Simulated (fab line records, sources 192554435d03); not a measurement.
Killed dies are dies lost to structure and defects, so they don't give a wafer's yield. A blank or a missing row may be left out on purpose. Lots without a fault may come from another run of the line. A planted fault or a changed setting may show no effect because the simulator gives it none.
fab line records | flow n5_finfet
record lots=5 wafers=13 last_day=17
route steps=1938 shown BEOL_M5@1185 BEOL_M6@1194 PASSIVATION@1936
lots that met no fault: from a run of the same line without faults
start_h: hours from the record's first day to the start of the lot's first wafer shown | wait_h: hours since the lot's step before | " the same as in the row above | L1.1+2: a row that stands for several wafers | - no value, or no start given | * or withheld: withheld | < > ~ a bound
route shown NAME@n: a module of which the file shows steps, and the number in the route of the first | usual: mean/standard deviation of fault-free wafers | same: alike in all rows | chamber/n: place in a boat | sites: the reading at each site | _std_site: their standard deviation | _edge_site: outer sites' mean less inner sites' | radius_mm: how far each site lies from the wafer's centre | mask NAME#n: copy n | behind: the tool/chamber that last shaped the wafer | hold: why the lot was held/for how many hours/how that ended | device: the transistor (n, p or np) that didn't switch | end of line: the same wafers' tests at the end of the route | a step without rows: its recipe alone | killed: dies lost to structure and defects at the first sort, not the wafer's yield | map: a wafer's dies, x killed, . not, _ none there
set.NAME: the setting as run; set.NAME@STEP: as run at that earlier step | model.NAME: the simulator's own value behind a step, which no gauge read
lots at some steps of the route; a table a step, a row a wafer
services: from which hour (start_h, from the record's first day; less than 0 if before it) a tool's chamber was out of use, for how many hours, and why
## steps
# step N5_BEOL_M5_ANNEAL_51
# recipe temp_c=225 time_s=90 ambient=N2
# step N5_BEOL_M5_CMP_52
# recipe stop_on=SiCOH_lowk t_overpolish_s=6.9 down_force_psi=1 platen_rpm=50 clearing_platen_down_force_psi=1.5 clearing_platen_rpm=50 post_cmp_clean=cu_alkaline target_thk_nm=62 clearing_platen_pad_velocity_m_s=0.99484 pad_velocity_m_s=0.99484
# step N5_BEOL_M5_PRE_CLEAN_77
# recipe gas=NH3/H2 time_s=15 temp_c=* rf_power_w=300
# step N5_BEOL_M5_CO_CAP_78
# recipe material=Co target_thk_a=20 temp_c=200 precursor=CCTBA/H2 pressure_torr=30 time_s=102.1
# step N5_BEOL_M5_PRE_CLEAN_55
# recipe gas=NH3 time_s=15 temp_c=withheld rf_power_w=300
# step N5_BEOL_M5_DEP_56
# recipe material=SiCN target_thk_a=80 temp_c=withheld precursor=3MS/NH3 pressure_torr=3 rf_w=202 time_s=14
# step N5_BEOL_M6_ILD_DEP_00
# recipe material=SiCOH_lowk target_thk_a=1797.5 temp_c=300 precursor=DEMS/porogen pressure_torr=5 rf_w=500 time_s=33.4
# step N5_BEOL_M6_CURE_74
# recipe temp_c=385 time_s=240 ambient=He/Ar material=SiCOH_lowk
# step N5_BEOL_M6_PECVD_70
# recipe material=SiO2 target_thk_a=200 temp_c=400 precursor=TEOS/O2 pressure_torr=5.5 rf_w=450 teos_flow_sccm=53.8 gas=O2 flow_sccm=3000 time_s=22.7
# usual heater_power_w=706/93 showerhead_plenum_p_Torr=8.77/0.067 throttle_valve_pct=22.9/1.6
# columns lot.wafer tool chamber start_h wait_h heater_power_w showerhead_plenum_p_Torr since_wet_clean_h throttle_valve_pct model.SiO2_of_BEOL_M6_PECVD_70.thk_nm
L161.2 pecvd-02 0 265.49 0.0 748 8.85 969 22.7 20
L161.5 " 0 " " 752 8.87 - 22.7 20.2
L161.6 " 2 " " 614 8.77 - 21.7 20.8
L170.3 pecvd-02 2 315.99 0.0 547 8.78 266 21.3 20
L170.4 " 2 " " 561 8.75 - 21.5 24.8
L170.6 " 0 " " 715 8.86 - 22.6 20.4
L171.5 pecvd-02 0 317.88 0.1 714 8.89 - 22.6 24.8
L171.6 " 2 " " 659 8.79 - 21.8 20.2
L169.1 pecvd-04 0 319.09 0.0 705 8.79 842 24.2 19.8
L169.2 " 2 " " 609 8.84 87 21.8 19.8
L169.6 " 2 " " 618 8.86 - 21.8 19.8
L173.5 pecvd-02 2 325.01 0.1 555 8.78 - 21.5 25
L173.6 " 0 " " 831 8.89 - 23.0 20.2
# step N5_BEOL_M6_HM_DEP_02
# recipe material=TiN target_thk_a=200 temp_c=25 chamber_pressure_pa=0.49996
# step N5_BEOL_M6_COAT_59
# recipe resist=SOC temp_c=250 time_s=60 spin_rpm=1500 resist_thk_nm=100
# step N5_BEOL_M6_COAT_60
# recipe resist=SiARC temp_c=220 time_s=60 spin_rpm=1500 resist_thk_nm=35
# step N5_BEOL_M6_COAT_05
# recipe resist=CAR-ArF spin_rpm=1500 resist_thk_nm=90
# step N5_BEOL_M6_EBR_07
# recipe solvent=PGMEA ebr_width_mm=1.5
# step N5_BEOL_M6_SOFTBAKE_06
# recipe temp_c=110 time_s=60 resist=CAR-ArF
# step N5_BEOL_M6_EXPOSE_08
# recipe mask_id=M6 na=1.35 source_shape=dipole sigma_inner=0.817 sigma_outer=0.97 polarization=te dose_mj=68.25
# step N5_BEOL_M6_PEB_09
# recipe peb_temp_c=withheld peb_time_s=60 resist=CAR-ArF
# step N5_BEOL_M6_DEVELOP_10
# recipe develop_time_s=30 developer=TMAH resist=CAR-ArF rinse_liquid=diw dry=air_spin dev_temp_c=23
# step N5_BEOL_M6_DESCUM_16
# recipe chemistry=O2 time_s=7.9 source_power_w=50 bias_power_w=20 pressure_mtorr=20 rf_frequency_hz=2.712e+07 temp_c=40 resist=CAR-ArF o2_flow_sccm=225
# step N5_BEOL_M6_ETCH_61
# recipe chemistry=CF4 target=SiARC target_depth_a=455 mask_material=CAR-ArF time_s=75.8 ion_energy_ev=80 pressure_mtorr=40 source_w=545 bias_w=36 Ar_flow_sccm=100 cf4_flow_sccm=100 ends=cleared
# step N5_BEOL_M6_ETCH_62
# recipe chemistry=N2/H2 target=SOC target_depth_a=1100 overetch_a=220 mask_material=SiARC temp_c=40 time_s=165 ion_energy_ev=200 pressure_mtorr=30 source_w=840 bias_w=150 n2_flow_sccm=200 h2_flow_sccm=200
# step N5_BEOL_M6_STRIP_68
# recipe chemistry=N2/H2 temp_c=40 n2_flow_sccm=200 h2_flow_sccm=200 rf_frequency_hz=6e+07
# step N5_BEOL_M6_STRIP_67
# recipe chemistry=CF4 resist=SiARC power_w=300 bias_power_w=75 pressure_mtorr=50 cf4_flow_sccm=150 rf_frequency_hz=6e+07
# step N5_BEOL_M6_HM_OPEN_17
# recipe chemistry=Cl2/BCl3 target_depth_a=200 overetch_a=60 target=TiN mask_material=SOC ion_energy_ev=150 pressure_mtorr=10 icp_w=1000 bias_w=126 Cl2_flow_sccm=53.25 bcl3_flow_sccm=21.75 Ar_flow_sccm=25
# step N5_BEOL_M6_STRIP_19
# recipe chemistry=O2 power_w=400 temp_c=40 pressure_mtorr=30 rf_frequency_hz=6e+07 bias_power_w=0 overash_fraction=0.2 o2_flow_sccm=225
# step N5_BEOL_M6_COAT_63
# recipe resist=SOC temp_c=250 time_s=60 spin_rpm=1500 resist_thk_nm=60
# step N5_BEOL_M6_COAT_64
# recipe resist=SiARC temp_c=220 time_s=60 spin_rpm=1500 resist_thk_nm=12
# step N5_BEOL_M6_COAT_71
# recipe resist=underlayer temp_c=205 time_s=60 spin_rpm=1500 resist_thk_nm=5
# step N5_BEOL_M6_COAT_22
# recipe resist=CAR-EUV spin_rpm=1500 resist_thk_nm=30
# step N5_BEOL_M6_EBR_24
# recipe solvent=PGMEA ebr_width_mm=1.5
# step N5_BEOL_M6_SOFTBAKE_23
# recipe temp_c=110 time_s=60 resist=CAR-EUV
# step N5_BEOL_M6_EXPOSE_25
# recipe mask_id=V5 na=0.33 source_shape=annular sigma_inner=0.4 sigma_outer=0.8 polarization=unpolarized target_cd_nm=40 dose_mj=45
# step N5_BEOL_M6_PEB_26
# recipe peb_temp_c=100 peb_time_s=60 resist=CAR-EUV
# step N5_BEOL_M6_DEVELOP_27
# recipe develop_time_s=30 developer=TMAH resist=CAR-EUV rinse_liquid=surfactant_rinse dry=air_spin dev_temp_c=23
# step N5_BEOL_M6_HM_STRIP_39
# recipe chemistry=peroxide_tin_strip material=TiN target_depth_a=250 temp_c=50 time_s=158
# usual bath_guard_temp_C=50.0/0.47
# columns lot.wafer tool chamber start_h wait_h bath_guard_temp_C model.SiO2_of_BEOL_M6_PECVD_70.thk_nm
L161.2 wet_bench-03 7 268.15 0.0 49.5 19.8
L161.5 " 0 " " 50.4 20
L161.6 " 1 " " 49.8 20.6
L170.3 wet_bench-04 3 318.77 0.0 50.3 19.8
L170.4 " 0 " " 50.3 24.6
L170.6 " 5 " " 50.3 20.2
L171.5 wet_bench-05 6 321.16 0.0 49.5 24.6
L171.6 " 7 " " 50.3 20.2
L169.1 wet_bench-05 7 321.86 0.0 50.3 19.8
L169.2 " 0 " " 50.6 19.8
L169.6 " 6 " " 50.0 19.8
L173.5 wet_bench-05 2 328.13 0.0 49.4 24.8
L173.6 " 1 " " 50.3 20
# step N5_BEOL_M6_CMP_52
# recipe stop_on=SiCOH_lowk t_overpolish_s=6.9 down_force_psi=1 platen_rpm=50 clearing_platen_down_force_psi=1.5 clearing_platen_rpm=50 post_cmp_clean=cu_alkaline target_thk_nm=80 clearing_platen_pad_velocity_m_s=0.99484 pad_velocity_m_s=0.99484
# usual barrier_field_endpoint_s=28.7/0.8 clearing_platen_rpm=49.998/0.027 motor_current_A=6.2/0.65 platen_rpm=50.00/0.036 slurry_flow_ml_min=150.0/0.5
# columns lot.wafer tool chamber start_h wait_h barrier_field_endpoint_s clearing_platen_rpm motor_current_A platen_rpm slurry_flow_ml_min
L161.2 cmp-03 0 271.94 0.3 29.0 50.024 5.5 49.96 150.0
L161.5 " 2 " " 30.1 49.984 6.4 49.96 149.1
L161.6 " 3 " " 29.9 50.017 7.2 50.00 149.4
L170.4 cmp-02 3 321.83 0.1 35.1 50.004 5.5 50.01 150.2
L170.3 " 1 " " 29.4 49.990 6.5 49.97 150.3
L170.6 " 0 " " 28.4 49.992 5.6 50.00 149.6
L171.6 cmp-04 2 323.79 0.4 27.9 50.031 5.0 50.06 150.1
L171.5 " 3 " " 35.1 50.022 6.9 50.04 150.4
L169.1 cmp-04 0 325.52 0.4 28.4 49.962 6.0 50.00 149.7
L169.2 " 1 " " 28.4 50.019 5.7 49.97 150.2
L169.6 " 3 " " 28.7 49.997 7.1 50.01 149.8
L173.6 cmp-04 1 332.21 0.2 28.0 49.995 6.2 50.01 149.5
L173.5 " 2 " " 32.5 50.046 5.2 50.02 150.3
# step N5_PASSIVATION_PROBE_49
# usual defect_limited_yield=91.2/1.5 killed_at_M0_to_M3=34/11 killed_at_M4_up=14/5.4 killed_at_contacts=12/5.9 killed_at_front_end=40/12 killed_at_other=4/3.3 killed_dies=103/18 killed_open=68/13 killed_short=34/7.5 sort_bin_5_function=5.1/1 sort_bin_6_memory=3.3/0.7 sort_n_pass=1076/18 sort_yield_pct=91.2/1.5
# same gross_dies=1180 killed_at_back_side=0 sort_bin_4_leakage[%]=0 sort_bin_8_speed[%]=0
# columns lot.wafer tool chamber start_h wait_h defect_limited_yield[%] killed_at_M0_to_M3 killed_at_M4_up killed_at_contacts killed_at_front_end killed_at_other killed_dies killed_open killed_short sort_bin_5_function[%] sort_bin_6_memory[%] sort_n_pass sort_yield_pct[%]
L161.2 prober-01 - 356.44 0.1 91.2 45 21 5 26 7 104 57 45 5.2 2.8 1076 91.2
L161.5 prober-01 - 356.59 0.2 93.9 26 12 4 28 2 72 34 38 3.2 2.6 1108 93.9
L161.6 prober-01 - 356.64 0.3 89.3 48 20 21 29 8 126 86 38 6.9 3.4 1054 89.3
L173.5 prober-01 - 416.53 0.2 90.3 53 15 15 28 3 114 79 34 5.8 3.8 1066 90.3
L173.6 prober-01 - 416.58 0.3 90.3 54 17 15 27 1 114 74 38 5.9 3.5 1066 90.3
L171.5 prober-01 - 416.83 0.5 91.1 31 2 21 47 4 105 67 37 5.3 3.4 1075 91.1
L171.6 prober-01 - 416.88 0.6 89.2 40 13 23 49 3 128 85 40 7.0 3.4 1052 89.2
# killed by level:class
L161.2 BEOL_M0_SAQP:geometric_particle:short=15 BEOL_M4:geometric_particle:open=11 BEOL_M0_SAQP:geometric_particle:open=9 FIN_SAQP:geometric_particle:short=7 BEOL_M2:geometric_particle:open=6 FIN_SAQP:geometric_particle:open=5 BEOL_M1:geometric_particle:open=5 BEOL_M3:geometric_particle:open=5
L161.5 FIN_SAQP:geometric_particle:short=9 BEOL_M0_SAQP:geometric_particle:short=9 FIN_SAQP:geometric_particle:open=6 BEOL_M0_SAQP:geometric_particle:open=5 BEOL_M1:geometric_particle:open=4 BEOL_M4:geometric_particle:open=4 GATE_CUT:geometric_particle:short=3 BEOL_M3:geometric_particle:short=3
L161.6 MOL_CONTACT_COAG:geometric_particle:open=17 BEOL_M0_SAQP:geometric_particle:open=15 BEOL_M0_SAQP:geometric_particle:short=11 BEOL_M4:geometric_particle:open=10 FIN_SAQP:geometric_particle:short=7 FIN_SAQP:geometric_particle:open=7 BEOL_M3:geometric_particle:open=7 BEOL_M1:geometric_particle:open=6
L173.5 MOL_CONTACT_COAG:geometric_particle:open=13 BEOL_M2:geometric_particle:open=13 BEOL_M0_SAQP:geometric_particle:open=13 BEOL_M1:geometric_particle:open=10 BEOL_M0_SAQP:geometric_particle:short=9 FIN_SAQP:geometric_particle:short=6 BEOL_M4:geometric_particle:open=6 BEOL_M2:geometric_particle:short=5
L173.6 BEOL_M0_SAQP:geometric_particle:open=13 MOL_CONTACT_COAG:geometric_particle:open=13 BEOL_M2:geometric_particle:open=11 FIN_SAQP:geometric_particle:short=10 BEOL_M4:geometric_particle:open=10 BEOL_M0_SAQP:geometric_particle:short=9 BEOL_M3:geometric_particle:open=5 FIN_SAQP:geometric_particle:open=4
L171.5 MOL_CONTACT_COAG:geometric_particle:open=20 STI_FIN_REVEAL:geometric_particle:open=14 BEOL_M0_SAQP:geometric_particle:short=13 FIN_SAQP:geometric_particle:short=8 BEOL_M0_SAQP:geometric_particle:open=8 BEOL_M2:geometric_particle:open=6 STI_FIN_REVEAL:geometric_particle:short=4 DUMMY_GATE:geometric_particle:short=4
L171.6 MOL_CONTACT_COAG:geometric_particle:open=20 DUMMY_GATE:geometric_particle:open=12 BEOL_M0_SAQP:geometric_particle:open=10 FIN_SAQP:geometric_particle:short=8 BEOL_M2:geometric_particle:open=8 FIN_SAQP:geometric_particle:open=5 STI_FIN_REVEAL:geometric_particle:open=5 BEOL_M0_SAQP:geometric_particle:short=5
## services
# columns tool chamber start_h hours kind
cmp-03 - 245.63 6.0 pm
pecvd-02 2 258.87 2.1 scheduled_down
cmp-02 - 273.42 0.5 repair
pecvd-04 1 273.54 5.3 repair
cmp-02 - 282.81 0.9 repair
cmp-02 - 293.63 5.2 pm
cmp-02 - 322.06 4.0 pm
cmp-02 - 326.06 - consumable_replace:conditioner
cmp-02 - 326.06 - consumable_replace:pad
## key
first_sign step=N5_BEOL_M6_CMP_52 reading=barrier_field_endpoint_s direction=up sigmas=7 usual=28.7 struck=34.2
effect none on later readings
model_effect step=N5_BEOL_M6_PECVD_70 value=SiO2_of_BEOL_M6_PECVD_70.thk_nm without=20.33 struck=24.87
model_effect step=N5_BEOL_M6_HM_STRIP_39 value=SiO2_of_BEOL_M6_PECVD_70.thk_nm without=20.13 struck=24.67
met_at N5_BEOL_M6_PECVD_70
struck_wafers L170.4,L171.5,L173.5
onset_between 265.49 315.99
fault kind=process_parameter_drift tool=pecvd-02 chamber=- onset_h=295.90 steps=N5_BEOL_M6_PECVD_70 channel=time_s offset=* shape=step end_h=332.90 scope=struck_wafers_only acts_in=* stated=*
